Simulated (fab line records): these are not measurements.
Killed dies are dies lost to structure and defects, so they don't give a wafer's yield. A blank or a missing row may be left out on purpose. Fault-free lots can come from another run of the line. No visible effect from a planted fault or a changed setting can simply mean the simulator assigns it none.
Split-lot experiment || flow n5_finfet || 7 lots, 21 wafers read, on a route of 1938 steps

THE SPLIT ITSELF
At N5_BEOL_M5_COAT_71 (time 60 s, resist thk 5 nm), the setting spin_rpm was moved away from the recipe's 1500 rpm on 7 of the 21 wafers read, by -10.4% to -4.9%. The other wafers ran this setting at the recipe's value.

FROM SPLIT TO READING: 1 step shown by the file between the two
- N5_BEOL_M5_DESCUM_16: chemistry O2, time 7 s (also split here: time_s)

THE READING
etch.depth_nm (the simulator's own value, which no gauge read), in nm, at N5_BEOL_M5_ETCH_72 (etches underlayer in N2/H2, target depth 6.5 nm, time 5.2 s). No usual value for it is given in the file. The 14 wafers here that ran the recipe average 5.002 nm, standard deviation 0.016 nm.

{"wafer": "L078.2", "tool, chamber at the split": "litho_track-01, 0", "spin_rpm as run, rpm": 1408, "against the recipe": "-6.1%", "etch.depth_nm, nm": 5.167, "against lot-mates on the recipe": "+0.165"}
{"wafer": "L078.4", "tool, chamber at the split": "litho_track-01, 0", "spin_rpm as run, rpm": 1500, "against the recipe": "recipe", "etch.depth_nm, nm": 5.004, "against lot-mates on the recipe": "-"}
{"wafer": "L078.5", "tool, chamber at the split": "litho_track-01, 0", "spin_rpm as run, rpm": 1500, "against the recipe": "recipe", "etch.depth_nm, nm": 5.001, "against lot-mates on the recipe": "-"}
{"wafer": "L087.2", "tool, chamber at the split": "litho_track-03, 0", "spin_rpm as run, rpm": 1344, "against the recipe": "-10.4%", "etch.depth_nm, nm": 5.287, "against lot-mates on the recipe": "+0.294"}
{"wafer": "L087.5", "tool, chamber at the split": "litho_track-03, 0", "spin_rpm as run, rpm": 1500, "against the recipe": "recipe", "etch.depth_nm, nm": 4.993, "against lot-mates on the recipe": "-"}
{"wafer": "L087.6", "tool, chamber at the split": "litho_track-03, 0", "spin_rpm as run, rpm": 1344, "against the recipe": "-10.4%", "etch.depth_nm, nm": 5.273, "against lot-mates on the recipe": "+0.280"}
{"wafer": "L088.1", "tool, chamber at the split": "litho_track-03, 0", "spin_rpm as run, rpm": 1500, "against the recipe": "recipe", "etch.depth_nm, nm": 5.009, "against lot-mates on the recipe": "-"}
{"wafer": "L088.2", "tool, chamber at the split": "litho_track-03, 0", "spin_rpm as run, rpm": 1427, "against the recipe": "-4.9%", "etch.depth_nm, nm": 5.112, "against lot-mates on the recipe": "+0.111"}
{"wafer": "L088.6", "tool, chamber at the split": "litho_track-03, 0", "spin_rpm as run, rpm": 1500, "against the recipe": "recipe", "etch.depth_nm, nm": 4.992, "against lot-mates on the recipe": "-"}
{"wafer": "L090.2", "tool, chamber at the split": "litho_track-01, 0", "spin_rpm as run, rpm": 1500, "against the recipe": "recipe", "etch.depth_nm, nm": 4.97, "against lot-mates on the recipe": "-"}
{"wafer": "L090.3", "tool, chamber at the split": "litho_track-01, 0", "spin_rpm as run, rpm": 1500, "against the recipe": "recipe", "etch.depth_nm, nm": 4.977, "against lot-mates on the recipe": "-"}
{"wafer": "L090.5", "tool, chamber at the split": "litho_track-01, 0", "spin_rpm as run, rpm": 1500, "against the recipe": "recipe", "etch.depth_nm, nm": 4.979, "against lot-mates on the recipe": "-"}
{"wafer": "L095.2", "tool, chamber at the split": "litho_track-04, 0", "spin_rpm as run, rpm": 1382, "against the recipe": "-7.9%", "etch.depth_nm, nm": 5.223, "against lot-mates on the recipe": "+0.210"}
{"wafer": "L095.3", "tool, chamber at the split": "litho_track-04, 0", "spin_rpm as run, rpm": 1382, "against the recipe": "-7.9%", "etch.depth_nm, nm": 5.226, "against lot-mates on the recipe": "+0.213"}
{"wafer": "L095.5", "tool, chamber at the split": "litho_track-04, 0", "spin_rpm as run, rpm": 1500, "against the recipe": "recipe", "etch.depth_nm, nm": 5.013, "against lot-mates on the recipe": "-"}
{"wafer": "L096.1", "tool, chamber at the split": "litho_track-04, 0", "spin_rpm as run, rpm": 1500, "against the recipe": "recipe", "etch.depth_nm, nm": 5.015, "against lot-mates on the recipe": "-"}
{"wafer": "L096.2", "tool, chamber at the split": "litho_track-04, 0", "spin_rpm as run, rpm": 1500, "against the recipe": "recipe", "etch.depth_nm, nm": 5.013, "against lot-mates on the recipe": "-"}
{"wafer": "L096.6", "tool, chamber at the split": "litho_track-04, 0", "spin_rpm as run, rpm": 1500, "against the recipe": "recipe", "etch.depth_nm, nm": 5.019, "against lot-mates on the recipe": "-"}
{"wafer": "L097.3", "tool, chamber at the split": "litho_track-03, 0", "spin_rpm as run, rpm": 1378, "against the recipe": "-8.1%", "etch.depth_nm, nm": 5.224, "against lot-mates on the recipe": "+0.206"}
{"wafer": "L097.4", "tool, chamber at the split": "litho_track-03, 0", "spin_rpm as run, rpm": 1500, "against the recipe": "recipe", "etch.depth_nm, nm": 5.01, "against lot-mates on the recipe": "-"}
{"wafer": "L097.5", "tool, chamber at the split": "litho_track-03, 0", "spin_rpm as run, rpm": 1500, "against the recipe": "recipe", "etch.depth_nm, nm": 5.026, "against lot-mates on the recipe": "-"}

THE FIT
A straight line over all 21 wafers: etch.depth_nm changes by -0.0271 nm for each +1% of spin_rpm; r = -0.99; the points scatter about the line by 0.015 nm.
The same after taking each lot's own level away (the mean of its wafers on the recipe; 21 wafers): -0.0269 nm for each +1%; r = -1.00; scatter 0.0075 nm.
Per that fit: largest spin_rpm move, reading shift of 0.28 nm.
Across the lots, their own levels run from 4.9753 to 5.0180 nm, a range of 2.6 times the standard deviation given above.
The two slopes agree, so the slope changes little with the lot-to-lot level.
Check: +0.274 nm against its lot-mates is what the line predicts for one of the wafers moved furthest among these (-10.4%) when that wafer is left out of the fit. Against them it came out at +0.294 nm.

ADDITIONAL SPLITS CARRIED BY THESE WAFERS
Before the reading, these wafers also passed through other splits. Each is held against what the fit with the lots' levels taken away leaves over:
{"other split on the same wafers": "N5_BEOL_M4_PECVD_72 temp_c", "wafers away from the commonest value": 8, "r with etch.depth_nm (lot level and that fit taken away)": "+0.40"}
{"other split on the same wafers": "N5_BEOL_M4_COAT_62 spin_rpm", "wafers away from the commonest value": 9, "r with etch.depth_nm (lot level and that fit taken away)": "+0.61"}
{"other split on the same wafers": "N5_BEOL_M5_DESCUM_16 time_s", "wafers away from the commonest value": 8, "r with etch.depth_nm (lot level and that fit taken away)": "+0.52"}

THE FILE'S OWN FIT
etch.depth_nm changes by -0.0265 nm for each +1% of spin_rpm, r = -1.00.
